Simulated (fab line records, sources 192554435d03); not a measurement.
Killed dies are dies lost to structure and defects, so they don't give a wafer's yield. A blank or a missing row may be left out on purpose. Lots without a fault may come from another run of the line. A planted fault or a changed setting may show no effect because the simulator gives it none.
Chamber matching | flow n5_finfet | N5_BEOL_M0_SAQP_PECVD_04 on pecvd-03: 3 sister chambers
The step deposits a-Si from SiH4/He, target thk 60 nm, time 60.2 s. 6 wafers are shown with their chamber, then 9 later ones without.

WAFERS WITH THEIR CHAMBER
wafer  | chamber | throttle_valve_pct (%) | showerhead_plenum_p_Torr (Torr)
L089.3 | 0       | 20.2                   | 5.63
L089.4 | 2       | 17.7                   | 5.68
L089.5 | 1       | 18.8                   | 5.66
L091.1 | 2       | 17.4                   | 5.67
L091.3 | 1       | 18.9                   | 5.68
L091.6 | 0       | 20.3                   | 5.64

WAFERS WITHOUT THEIR CHAMBER
wafer  | throttle_valve_pct (%) | showerhead_plenum_p_Torr (Torr)
L092.2 | 20.1                   | 5.63
L092.5 | 20.3                   | 5.64
L092.6 | 20.1                   | 5.64
L094.1 | 20.3                   | 5.63
L094.2 | 17.6                   | 5.67
L094.3 | 19.0                   | 5.67
L097.1 | 17.6                   | 5.64
L097.3 | 18.9                   | 5.68
L097.6 | 19.9                   | 5.63

WHICH CHAMBER EACH WENT THROUGH
wafer  | from the rows above | in truth
L092.2 | 0                   | 0
L092.5 | 0                   | 0
L092.6 | 0                   | 0
L094.1 | 0                   | 0
L094.2 | 2                   | 2
L094.3 | 1                   | 1
L097.1 | 2                   | 2
L097.3 | 1                   | 1
L097.6 | 0                   | 0
Placed correctly: 9 of 9. Can't be placed from these rows: 0. Placed wrongly: 0.
How it was worked out, from the rows above alone: a wafer's distance from a chamber is the root of the sum, over the readings, of the square of ((its reading less the chamber's mean) divided by the reading's scatter). The wafer belongs to the nearest chamber; if the next one is less than 2 further off, it can't be placed. A chamber's mean is the mean of its shown wafers. The scatter: the root of (the sum of the squares of (reading less its chamber's mean) over the shown wafers, divided by (wafers less chambers)).
